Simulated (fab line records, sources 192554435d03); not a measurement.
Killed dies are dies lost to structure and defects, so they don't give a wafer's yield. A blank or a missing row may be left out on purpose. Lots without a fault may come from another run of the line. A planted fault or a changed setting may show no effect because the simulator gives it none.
Problem report in the 8D (eight disciplines) form, filled by code | flow n5_finfet | the parts of the form that need people (team, actions taken, sign-off) are left out

1. THE PROBLEM
killed_at_M4_up at N5_PASSIVATION_PROBE_49 reads a mean of 90 on 9 wafers of 3 lots; wafers without a fault read 14 with a standard deviation of 5.6. That is +13 standard deviations from the usual mean.
First seen on wafer L836.1, day 15 03:07, on prober-01. The record holds 18 wafers of 6 lots with a number at this step. Rule for "out", or "out of limits": more than 4 standard deviations from the usual mean. The other wafers with a number count as sound.

2. WHAT IT IS AND WHAT IT IS NOT
question                    | is                     | is not
which readings at this step | killed_at_M4_up        | killed_at_M0_to_M3, killed_at_contacts, killed_at_front_end, killed_at_other, killed_open
which lots                  | L836, L840, L841       | L834, L835, L847
which wafers of those lots  | all that have a number | -
read on which tools         | prober-01, prober-02   | -
when                        | from day 15 03:07      | up to then (3 sound wafers); but 6 sound wafers of L835, L847 came after

3. SUSPECTS, AND WHAT RULES EACH OUT
Counting: a tool at a process step up to the reading stays a suspect if it ran every lot that is out and no sound lot after the first of them.
- pvd_sputter-02 at N5_BEOL_M10_SPUTTER_48 (material Cu, target thk 12 nm, time 2 s): kept. It ran every lot that is out, first L836 (day 12 21:19), and no sound lot after that; its last sound lot up to then is L834 (day 12 04:47).
Left after counting: pvd_sputter-02 at N5_BEOL_M10_SPUTTER_48.

4. THE CAUSE (what the simulator had put in)
Chamber particle source: pvd_sputter-02, from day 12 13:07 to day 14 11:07, at N5_BEOL_M10_SPUTTER_48. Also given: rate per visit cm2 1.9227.
Counting left only this tool.

5. THE CHAIN OF EFFECTS, in route order
Each row: a reading whose mean over the struck wafers that have a number lies more than 3 standard deviations from the usual. Only readings for which the record gives a usual standard deviation are gone through. hours: the time from each lot's start at the first step in this table that gives one to its start at this step, as a median over the lots. sigmas: the change in usual standard deviations.
hours | step                    | reading              | usual  | on struck wafers | change | sigmas
0     | N5_PASSIVATION_PROBE_49 | defect_limited_yield | 91.1 % | 85.5             | -5.6   | -3.7
0     | N5_PASSIVATION_PROBE_49 | killed_at_M4_up      | 14     | 90               | +76    | +13
0     | N5_PASSIVATION_PROBE_49 | killed_dies          | 105    | 170              | +65    | +3.8
0     | N5_PASSIVATION_PROBE_49 | killed_on_rim        | 14     | 26               | +12    | +3.4
0     | N5_PASSIVATION_PROBE_49 | sort_bin_5_function  | 5.2 %  | 8.5              | +3.3   | +3.5
0     | N5_PASSIVATION_PROBE_49 | sort_n_pass          | 1075   | 1010             | -65    | -3.8
0     | N5_PASSIVATION_PROBE_49 | sort_yield_pct       | 91.1 % | 85.5             | -5.6   | -3.7
The process steps in it:
- N5_PASSIVATION_PROBE_49

6. WHAT WOULD HAVE CAUGHT IT SOONER
In this record the first reading out of limits was taken at day 15 03:07, 62 hours after the fault began at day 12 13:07.
Of the tool readings at N5_BEOL_M10_SPUTTER_48 for which the record gives a usual standard deviation, none was out on any struck wafer, so an alarm limit of 4 standard deviations on them would not have fired.
All the lots that are out (3) had begun N5_BEOL_M10_SPUTTER_48 on pvd_sputter-02 by day 15 03:07. A hold on the tool at that time would have spared none of them.
